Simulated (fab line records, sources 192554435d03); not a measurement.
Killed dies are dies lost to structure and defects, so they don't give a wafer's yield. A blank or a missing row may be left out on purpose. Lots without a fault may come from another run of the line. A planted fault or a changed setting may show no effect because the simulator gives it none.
Chamber matching | flow n5_finfet | N5_BEOL_M15_DESCUM_15 on rie_diel-06: 4 sister chambers
The step chemistry O2, time 7.9 s. 18 wafers are shown with their chamber, then 9 later ones without.

WAFERS WITH THEIR CHAMBER
wafer  | chamber | drypump_motor_current_A (A) | showerhead_plenum_p_Torr (Torr) | throttle_valve_pct (%)
L076.1 | 3       | 5.2                         | 1.99                            | 20.65
L076.2 | 2       | 6.7                         | 2.02                            | 20.52
L076.3 | 1       | 5.7                         | 2.17                            | 20.38
L081.1 | 2       | 6.7                         | 2.01                            | 20.50
L081.3 | 3       | 5.2                         | 1.99                            | 20.66
L081.6 | 2       | 6.7                         | 2.01                            | 20.52
L085.1 | 1       | 5.7                         | 2.16                            | 20.42
L085.2 | 3       | 5.2                         | 1.98                            | 20.68
L085.6 | 3       | 5.1                         | 1.98                            | 20.68
L087.3 | 3       | 5.2                         | 2.25                            | 20.04
L087.4 | 2       | 6.8                         | 2.01                            | 20.53
L087.5 | 0       | 5.7                         | 2.18                            | 20.60
L089.2 | 3       | 5.2                         | 2.25                            | 20.05
L089.5 | 1       | 5.7                         | 2.16                            | 20.01
L089.6 | 2       | 6.7                         | 2.00                            | 20.57
L090.4 | 2       | 6.7                         | 2.00                            | 20.54
L090.5 | 1       | 5.7                         | 2.16                            | 20.01
L090.6 | 3       | 5.2                         | 2.25                            | 20.06

SIGNATURES (means of the wafers above)
reading                  | chamber 0 | chamber 1 | chamber 2 | chamber 3 | scatter within a chamber
drypump_motor_current_A  | 5.700     | 5.700     | 6.717     | 5.186     | 0.0347
showerhead_plenum_p_Torr | 2.1800    | 2.1625    | 2.0083    | 2.0986    | 0.0929
throttle_valve_pct       | 20.6000   | 20.2050   | 20.5300   | 20.4029   | 0.241
Rule: a wafer's distance from a chamber is the root of the sum, over the readings, of the square of ((its reading less the chamber's mean) divided by the reading's scatter). The wafer belongs to the nearest chamber; if the next one is less than 2 further off, it can't be placed. The scatter: the root of (the sum of the squares of (reading less its chamber's mean) over the shown wafers, divided by (wafers less chambers)).

WAFERS WITHOUT THEIR CHAMBER
wafer  | drypump_motor_current_A (A) | showerhead_plenum_p_Torr (Torr) | throttle_valve_pct (%)
L095.4 | 5.2                         | 2.24                            | 20.07
L095.5 | 5.7                         | 2.16                            | 20.01
L095.6 | 5.7                         | 2.17                            | 20.29
L096.1 | 6.8                         | 2.00                            | 20.56
L096.3 | 5.7                         | 2.17                            | 20.30
L096.5 | 6.8                         | 2.00                            | 20.54
L097.2 | 6.7                         | 2.00                            | 20.57
L097.4 | 5.1                         | 2.24                            | 20.08
L097.5 | 5.2                         | 2.24                            | 20.08

WHICH CHAMBER EACH WENT THROUGH
wafer  | from the rows above     | in truth
L095.4 | 3                       | 3
L095.5 | can't be placed: 1 or 0 | 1
L095.6 | can't be placed: 1 or 0 | 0
L096.1 | 2                       | 2
L096.3 | can't be placed: 1 or 0 | 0
L096.5 | 2                       | 2
L097.2 | 2                       | 2
L097.4 | 3                       | 3
L097.5 | 3                       | 3
Placed correctly: 6 of 9. Can't be placed from these rows: 3 (the true chamber is among the candidates in 3). Placed wrongly: 0.
